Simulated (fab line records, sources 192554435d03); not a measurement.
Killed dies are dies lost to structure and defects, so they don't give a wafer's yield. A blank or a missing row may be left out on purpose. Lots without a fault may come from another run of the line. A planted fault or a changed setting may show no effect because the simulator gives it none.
A struck lot beside a sound one | flow n5_finfet | 36 steps out of a route of 1938
Sound: wafers L917.2, L917.4, L917.5. Struck: wafers L908.4, L908.5, L908.6. The cause comes at the end.
At each step with rows: each side's tool, then ch and its chambers, then its first start. Under that, the readings that differ: sound wafers | struck wafers | difference of the means | sigmas: that difference in standard deviations of wafers without a fault.
alike: readings whose means differ by less than 2 such deviations, and words and numbers that are the same on both sides. not compared: withheld readings, readings that some wafer has no value for, bounds like >300 that may hide the same value, and numbers for which the record gives no deviation and whose values overlap.
The two part at a step that has a row with sigmas, a row that says differs or no value, or rows on one side only. Numbers that don't overlap but have no deviation are shown without sigmas and don't part them. A reading that every wafer of one side lacks parts them only if that side has two wafers or more.

first, 9 steps without rows for these wafers: N5_BEOL_M4_ANNEAL_95 (time 240 s); N5_BEOL_M4_SPUTTER_96 (material Cu, target thk 4.5 nm, time 8.29 s); N5_BEOL_M4_ECD_50 (material Cu, target thk 300 nm); N5_BEOL_M4_ANNEAL_51 (time 90 s); N5_BEOL_M4_CMP_52 (polishes, stops on SiOC, t overpolish 6.8 s, target thk 40 nm); N5_BEOL_M4_PRE_CLEAN_60 (time 15 s); N5_BEOL_M4_CO_CAP_55 (material Co, precursor CCTBA/H2, target thk 2 nm, time 102.1 s); N5_BEOL_M4_PRE_CLEAN_56 (time 15 s); N5_BEOL_M4_DEP_57 (deposits SiCN from 3MS/NH3, target thk 8 nm, time 14 s).
N5_BEOL_M4_RC_MEAS_101:
  sound on prober-01 ch 0, day 13 20:28; struck on prober-01 ch 0, day 11 21:01
  alike: DIBL_N, DIBL_P, IOFF_N, IOFF_P, ION_N, ION_P, SS_N, SS_P, VT_N, VT_P
then, 24 steps without rows for these wafers: N5_BEOL_M5_ILD_DEP_00 (deposits SiCOH lowk from DEMS/porogen, target thk 140.64 nm, time 25.9 s); N5_BEOL_M5_CURE_79 (cures SiCOH lowk, time 240 s); N5_BEOL_M5_PECVD_70 (deposits SiO2 from TEOS/O2, target thk 16 nm, time 18 s); N5_BEOL_M5_HM_DEP_02 (deposits TiN, target thk 20 nm); N5_BEOL_M5_COAT_59 (time 60 s, resist thk 60 nm); N5_BEOL_M5_COAT_60 (time 60 s, resist thk 12 nm); N5_BEOL_M5_COAT_71 (time 60 s, resist thk 5 nm); N5_BEOL_M5_COAT_05 (resist thk 30 nm); N5_BEOL_M5_EBR_07; N5_BEOL_M5_SOFTBAKE_06 (time 60 s); N5_BEOL_M5_EXPOSE_08 (exposes mask M5, target cd 28 nm); N5_BEOL_M5_PEB_09 (peb time 60 s); N5_BEOL_M5_DEVELOP_10 (develop time 30 s); N5_BEOL_M5_DESCUM_16 (chemistry O2, time 7 s); N5_BEOL_M5_ETCH_72 (etches underlayer in N2/H2, target depth 6.5 nm, time 5.2 s); N5_BEOL_M5_ETCH_61 (etches SiARC in CF4, target depth 15.6 nm, time 26 s); N5_BEOL_M5_ETCH_62 (etches SOC in N2/H2, target depth 75 nm, overetch 15 nm, time 112.5 s); N5_BEOL_M5_STRIP_63 (strips in N2/H2); N5_BEOL_M5_STRIP_73 (strips in N2/H2); N5_BEOL_M5_STRIP_64 (strips in CF4); N5_BEOL_M5_HM_OPEN_17 (chemistry Cl2/BCl3, target TiN, target depth 20 nm, overetch 6 nm); N5_BEOL_M5_STRIP_19 (strips in O2); N5_BEOL_M5_COAT_65 (time 60 s, resist thk 60 nm); N5_BEOL_M5_COAT_66 (time 60 s, resist thk 12 nm).
N5_BEOL_M5_ETCH_41: etches SiCN in CH3F/O2, target depth 31.5 nm, time 56.7 s.
  sound on rie_diel-03 ch 2,3, day 13 23:49; struck on rie_diel-02 ch 0,1,2, day 12 00:31
  no value came back on the struck wafers for any of 8 readings (CH3F_flow_sccm (sccm), O2_flow_sccm (sccm) and others); on the sound wafers CH3F_flow_sccm (sccm) reads 29.91 29.91 29.90
  not compared: rf_hours_counter_h
-- the record jumps here: 4 days lie between the struck wafers' starts before and after (it left off in module BEOL_M5 and takes up again in module PASSIVATION, whose first step shown is number 1936 of the route) --
N5_PASSIVATION_PROBE_49:
  the record has rows for the struck wafers here (prober-01, day 16 02:14) and none for the sound ones

WHERE THEY PART
First at N5_BEOL_M5_ETCH_41; last, within this record, at N5_PASSIVATION_PROBE_49.

WHY: what the simulator had put in
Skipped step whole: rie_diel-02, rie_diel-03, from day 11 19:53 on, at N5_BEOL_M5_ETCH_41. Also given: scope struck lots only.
